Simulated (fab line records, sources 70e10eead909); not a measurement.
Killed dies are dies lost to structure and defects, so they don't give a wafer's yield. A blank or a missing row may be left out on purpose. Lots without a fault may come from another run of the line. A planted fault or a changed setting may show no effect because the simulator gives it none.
fab line records | flow nand_harc
record lots=14 wafers=42 last_day=33
route steps=1302 shown P_M0@267
lots that met no fault: from a run of the same line without faults
start_h: hours from the record's first day to the start of the lot's first wafer shown | wait_h: hours since the lot's step before | " the same as in the row above | L1.1+2: a row that stands for several wafers | - no value, or no start given | * or withheld: withheld | < > ~ a bound
route shown NAME@n: a module of which the file shows steps, and the number in the route of the first | usual: mean/standard deviation of fault-free wafers | same: alike in all rows | chamber/n: place in a boat | sites: the reading at each site | _std_site: their standard deviation | _edge_site: outer sites' mean less inner sites' | radius_mm: how far each site lies from the wafer's centre | mask NAME#n: copy n | behind: the tool/chamber that last shaped the wafer | hold: why the lot was held/for how many hours/how that ended | device: the transistor (n, p or np) that didn't switch | end of line: the same wafers' tests at the end of the route | a step without rows: its recipe alone | killed: dies lost to structure and defects at the first sort, not the wafer's yield | map: a wafer's dies, x killed, . not, _ none there
set.NAME: the setting as run; set.NAME@STEP: as run at that earlier step | model.NAME: the simulator's own value behind a step, which no gauge read
steps of the route over a sample of lots; a table a step, a row a wafer
services: from which hour (start_h, from the record's first day; less than 0 if before it) a tool's chamber was out of use, for how many hours, and why
## steps
# step NHARC_P_M0_ETCH_34
# recipe target_depth_a=400 overetch_a=120 time_s=43.94 ion_energy_ev=200 n2_flow_sccm=150 h2_flow_sccm=150 ar_flow_sccm=0 rf_w=400 bias_w=150 chemistry=N2/H2
# usual drypump_motor_current_A=5.8/0.36 oes_product_au=1.002/0.012 rf_vpp_V=430.9/1.9 showerhead_plenum_p_Torr=2.06/0.062 throttle_valve_pct=14.171/0.009
# columns lot.wafer tool chamber start_h wait_h drypump_motor_current_A oes_product_au rf_hours_counter_h rf_vpp_V showerhead_plenum_p_Torr throttle_valve_pct
L973.2 rie_diel-10 2 126.41 0.1 5.7 0.984 19 430.1 2.03 14.162
L973.1 " 0 " " 5.7 0.982 24 429.4 2.03 14.175
L973.5 " 0 " " 5.7 0.988 - 430.9 2.03 14.157
L976.1 rie_diel-11 0 149.57 0.1 5.8 1.005 11 430.5 2.02 14.173
L976.2 " 1 " " 6.0 1.019 12 432.7 2.09 14.172
L976.6 " 3 " " 6.2 0.993 - 433.2 2.17 14.168
L979.1 rie_diel-11 2 176.34 0.1 5.4 0.997 15 432.1 2.10 14.173
L979.3 " 3 " " 6.2 0.988 16 433.4 2.16 14.186
L979.2 " 0 " " 5.8 0.993 17 429.9 2.01 14.174
L980.4 rie_diel-10 3 188.46 0.1 6.2 1.006 47 431.1 2.02 14.179
L980.2 " 0 " " 5.7 0.993 52 430.0 2.02 14.171
L980.3 " 1 " " 5.0 0.995 43 433.4 2.10 14.155
L981.2 rie_diel-09 2 202.03 0.1 6.1 1.020 16 429.1 1.93 14.147
L981.1 " 3 " " 5.9 0.995 16 430.9 2.06 14.187
L981.5 " 2 " " 6.1 1.010 - 427.5 1.94 14.176
L987.3 rie_diel-11 0 264.91 0.1 5.8 0.993 0 430.3 2.01 14.183
L987.5 " 3 " " 6.2 1.019 - 432.6 2.16 14.163
L987.6 " 2 " " 5.4 1.006 - 431.1 2.10 14.163
L989.2 rie_diel-10 0 280.59 0.1 5.7 1.000 12 429.7 2.00 14.177
L989.1 " 1 " " 5.0 0.992 14 431.8 2.09 14.174
L989.4 " 2 " " 5.7 1.004 - 428.5 2.01 14.168
L990.4 rie_diel-09 3 287.95 0.1 5.8 0.994 39 430.2 2.05 14.173
L990.3 " 0 " " 6.1 1.019 41 431.7 2.03 14.180
L990.1 " 1 " " 6.2 0.991 44 430.6 2.00 14.172
L991.1 rie_diel-10 1 298.31 0.1 5.0 0.980 21 431.3 2.08 14.173
L991.4 " 0 " " 5.7 0.988 - 428.4 2.00 14.195
L991.5 " 1 " " 5.0 0.989 - 432.6 2.08 14.162
L992.2 rie_diel-09 2 308.05 0.1 6.1 1.002 48 427.3 1.92 14.175
L992.1 " 3 " " 5.8 1.001 46 430.5 2.05 14.167
L992.4 " 0 " " 6.1 1.015 48 431.5 2.03 14.175
L993.3 rie_diel-11 2 323.49 0.1 5.4 1.007 9 432.1 2.10 14.166
L993.4 " 3 " " 6.2 1.016 10 433.9 2.15 14.163
L993.6 " 2 " " 5.4 0.996 - 431.8 2.10 14.167
L994.1 rie_diel-11 3 327.37 0.1 6.2 1.018 10 433.8 2.15 14.159
L994.4 " 0 " " 5.8 1.016 10 429.1 2.01 14.182
L994.2 " 2 " " 5.3 0.996 9 432.1 2.10 14.180
L995.2 rie_diel-10 1 342.15 0.1 5.0 0.982 36 431.8 2.08 14.178
L995.3 " 3 " " 6.3 1.000 28 430.3 2.01 14.155
L995.6 " 1 " " 5.0 0.983 - 431.2 2.08 14.182
L996.2 rie_diel-09 0 349.37 0.1 6.0 0.999 5 429.5 2.02 14.148
L996.3 " 3 " " 5.8 0.993 5 430.1 2.05 14.178
L996.4 " 2 " " 6.1 1.016 - 428.5 1.92 14.181
# step NHARC_P_M0_ETCH_15
# recipe target_depth_a=1500 overetch_a=150 time_s=82.5 c4f8_flow_sccm=withheld ar_flow_sccm=400 rf_w=600 bias_w=300 chemistry=C4F8/Ar
# usual oes_product_au=0.956/0.022 rf_vpp_V=441.4/1.8
# columns lot.wafer tool chamber start_h wait_h oes_product_au rf_hours_counter_h rf_vpp_V
L973.2 rie_diel-10 2 - - 0.936 19 440.4
L973.1 " 0 " " 0.935 24 439.7
L973.5 " 0 " " 0.945 - 440.9
L976.1 rie_diel-11 0 - - 0.955 11 439.9
L976.2 " 3 " " 0.947 10 444.6
L976.6 " 1 " " 0.967 - 444.1
L979.3 rie_diel-11 0 - - 0.976 17 440.8
L979.2 " 1 " " 1.005 18 441.2
L979.1 " 2 " " 0.959 15 443.5
L980.2 rie_diel-10 3 - - 0.934 47 439.6
L980.4 " 1 " " 0.923 43 442.1
L980.3 " 2 " " 0.910 43 439.8
L981.2 rie_diel-09 3 - - 0.957 17 441.3
L981.1 " 1 " " 0.935 14 441.2
L981.5 " 3 " " 0.953 - 441.2
L987.3 rie_diel-11 2 - - 0.967 0 441.9
L987.5 " 3 " " 0.981 - 444.2
L987.6 " 0 " " 0.955 - 440.1
L989.2 rie_diel-10 1 - - 0.945 14 441.5
L989.1 " 2 " " 0.955 11 439.9
L989.4 " 1 " " 0.950 - 443.6
L990.4 rie_diel-09 3 - - 0.926 40 442.1
L990.3 " 1 " " 0.928 44 441.2
L990.1 " 2 " " 0.925 43 437.8
L991.1 rie_diel-10 1 - - 0.947 21 440.9
L991.5 " 3 " " 0.972 - 440.1
L991.4 " 1 " " 0.943 - 440.5
L992.2 rie_diel-09 1 - - 0.912 49 440.7
L992.4 " 3 " " 0.928 46 440.5
L992.1 " 0 " " 0.949 48 441.9
L993.3 rie_diel-11 3 - - 0.972 10 445.3
L993.4 " 0 " " 0.970 10 442.0
L993.6 " 2 " " 0.947 - 441.3
L994.2 rie_diel-11 2 - - 0.959 9 442.1
L994.1 " 3 " " 0.998 10 443.3
L994.4 " 1 " " 0.961 9 442.2
L995.2 rie_diel-10 2 - - 0.944 14 441.8
L995.3 " 1 " " 0.929 36 442.3
L995.6 " 2 " " 0.924 - 440.2
L996.2 rie_diel-09 2 - - 0.970 5 438.4
L996.3 " 0 " " 0.968 5 439.6
L996.4 " 3 " " 0.961 - 440.7
# step NHARC_P_M0_ECD_22
# recipe target_thk_a=4000 bath_temp_c=25 material=Cu
# columns lot.wafer tool chamber start_h wait_h
L973.2+1+5 ecd_cu-02 1,0,1 127.67 -
L976.1+2+6 ecd_cu-02 1,0,0 151.03 -
L979.1+2+3 ecd_cu-01 0,1,1 177.57 -
L980.2+4+3 ecd_cu-01 1,0,1 189.76 -
L981.1+2+5 ecd_cu-02 0,1,0 203.22 -
L987.3+5+6 ecd_cu-02 1,1,0 266.22 -
L989.1+2+4 ecd_cu-01 0,1,0 281.86 -
L990.1+3+4 ecd_cu-02 1,1,0 289.64 -
L991.1+4+5 ecd_cu-01 1 299.67 -
L992.2+1+4 ecd_cu-01 0,1,1 309.29 -
L993.4+3+6 ecd_cu-02 1,0,0 324.82 -
L994.2+1+4 ecd_cu-02 0,1,1 328.56 -
L995.2+3+6 ecd_cu-02 0,0,1 343.43 -
L996.2+3+4 ecd_cu-02 1,0,1 350.64 -
# step NHARC_P_M0_CMP_23
# recipe t_overpolish_s=20 target_thk_nm=117.54
# usual motor_current_A=11.7/1.4 time_to_endpoint_s=28.8/2.6
# columns lot.wafer tool chamber start_h wait_h motor_current_A time_to_endpoint_s
L973.2 cmp-04 0 128.39 - 7.9 28.4
L973.1 " 3 " " 12.9 30.8
L973.5 " 1 " " 12.4 32.5
L976.2 cmp-01 1 151.78 - 9.8 27.5
L976.1 " 3 " " 12.1 29.2
L976.6 " 1 " " 10.1 24.8
L979.3 cmp-02 2 178.29 - 11.8 28.7
L979.1 " 3 " " 12.9 14.0
L979.2 " 1 " " 12.5 31.9
L980.4 cmp-01 2 190.44 - 12.1 9.4
L980.3 " 3 " " 12.8 28.3
L980.2 " 0 " " 12.5 29.0
L981.1 cmp-01 0 204.03 - 12.5 29.0
L981.2 " 1 " " 9.9 25.9
L981.5 " 3 " " 12.9 28.3
L987.3 cmp-01 3 266.93 - 13.3 29.7
L987.5 " 0 " " 11.3 31.6
L987.6 " 1 " " 10.2 27.8
L989.2 cmp-04 3 282.58 - 12.9 26.3
L989.1 " 0 " " 8.2 22.7
L989.4 " 2 " " 11.5 26.6
L990.3 cmp-04 3 290.36 - 12.4 28.6
L990.1 " 1 " " 12.0 27.4
L990.4 " 2 " " 11.2 27.6
L991.4 cmp-04 0 300.40 - 8.5 22.0
L991.1 " 1 " " 11.9 23.4
L991.5 " 3 " " 12.6 22.3
L992.1 cmp-01 3 310.05 - 12.4 29.7
L992.2 " 0 " " 13.5 28.6
L992.4 " 1 " " 9.8 26.7
L993.4 cmp-02 3 325.50 - 13.6 31.0
L993.3 " 1 " " 12.4 30.0
L993.6 " 2 " " 11.5 31.7
L994.4 cmp-02 3 329.29 - 13.2 31.9
L994.1 " 1 " " 12.1 31.1
L994.2 " 2 " " 11.2 31.6
L995.3 cmp-01 1 344.17 - 9.9 29.3
L995.2 " 2 " " 13.1 27.8
L995.6 " 3 " " 12.9 29.1
L996.3 cmp-01 2 351.31 - 12.5 31.3
L996.4 " 0 " " 12.5 30.6
L996.2 " 1 " " 9.2 27.3
# step NHARC_P_M0_DEP_32
# recipe target_thk_a=300 temp_c=370 target_thk_nm=30 pressure_torr=3 flow_sccm=200 rf_w=450 material=SiCN
# usual heater_power_w=591/70
# columns lot.wafer tool chamber start_h wait_h heater_power_w
L973.1 pecvd-02 0 129.01 0.1 606
L973.2 " 1 " " 550
L973.5 " 1 " " 560
L976.2 pecvd-02 0 152.42 0.1 685
L976.1 " 1 " " 593
L976.6 " 2 " " 509
L979.2 pecvd-04 0 178.91 0.1 740
L979.3 " 1 " " 607
L979.1 " 2 " " 566
L980.2 pecvd-04 0 191.10 0.1 637
L980.3 " 1 " " 588
L980.4 " 1 " " 589
L981.2 pecvd-04 1 204.59 0.1 615
L981.1 " 0 " " 608
L981.5 " 2 " " 582
L987.3 pecvd-02 2 267.50 0.1 440
L987.5 " 1 " " 500
L987.6 " 2 " " 451
L989.2 pecvd-03 0 283.24 0.1 524
L989.1 " 1 " " 619
L989.4 " 1 " " 636
L990.1 pecvd-02 2 291.01 0.1 423
L990.4 " 2 " " 429
L990.3 " 1 " " 583
L991.1 pecvd-03 2 301.05 0.1 565
L991.4 " 1 " " 625
L991.5 " 2 " " 568
L992.1 pecvd-04 0 310.64 0.1 700
L992.2 " 1 " " 629
L992.4 " 1 " " 620
L993.3 pecvd-04 1 326.18 0.1 598
L993.4 " 2 " " 539
L993.6 " 0 " " 657
L994.2 pecvd-04 2 329.90 0.1 576
L994.1 " 1 " " 557
L994.4 " 0 " " 714
L995.3 pecvd-03 1 344.73 0.1 642
L995.2 " 0 " " 582
L995.6 " 2 " " 577
L996.3 pecvd-04 2 351.93 0.1 530
L996.2 " 0 " " 745
L996.4 " 0 " " 743
## services
# columns tool chamber start_h hours kind
rie_diel-11 2 108.13 8.7 repair
cmp-01 - 111.41 1.1 repair
pecvd-04 - 122.86 0.8 repair
rie_diel-10 3 125.96 7.4 repair
rie_diel-09 - 143.14 9.0 pm
rie_diel-11 2 148.19 4.6 repair
pecvd-04 - 167.69 0.6 repair
rie_diel-10 1 184.91 2.1 repair
rie_diel-11 0 187.07 14.1 repair
ecd_cu-02 - 196.39 0.7 repair
rie_diel-11 1 214.59 6.3 repair
rie_diel-11 0 225.97 5.3 repair
rie_diel-10 - 242.57 9.0 pm
ecd_cu-02 - 244.00 8.0 pm
ecd_cu-02 - 252.25 0.8 repair
rie_diel-09 3 254.32 1.8 repair
rie_diel-11 - 255.66 9.0 pm
rie_diel-10 3 275.59 11.2 repair
rie_diel-10 2 289.33 49.8 repair
rie_diel-09 - 320.18 9.0 pm
rie_diel-09 1 330.97 22.5 repair
rie_diel-09 2 336.18 2.1 repair
ecd_cu-02 - 341.81 0.3 repair
rie_diel-11 1 351.04 13.3 repair
## key
first_sign step=NHARC_P_M0_CMP_23 reading=time_to_endpoint_s direction=down sigmas=6.6 usual=* struck=*
effect none on later readings
met_at NHARC_P_M0_ECD_22
struck_lots L979,L980
struck_wafers L979.1,L980.4
later_rows_left_out L979.1
sort_left_out L979.1,L980.4
not_acting_at NHARC_P_M0_ETCH_34,NHARC_P_M0_ETCH_15,NHARC_P_M0_DEP_32
fault kind=process_parameter_drift tool=ecd_cu-01 chamber=0 onset_h=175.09 steps=NHARC_P_M0_ECD_22 channel=target_thk_a offset=* shape=step end_h=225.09 acts_in=* stated=*
# sort_left_out: the simulated sort isn't trusted on such a fault, so these wafers' sort isn't shown, and their yield isn't known
# later_rows_left_out: the simulator's readings of these wafers behind a module that went badly wrong aren't trusted and aren't shown, but for the sort
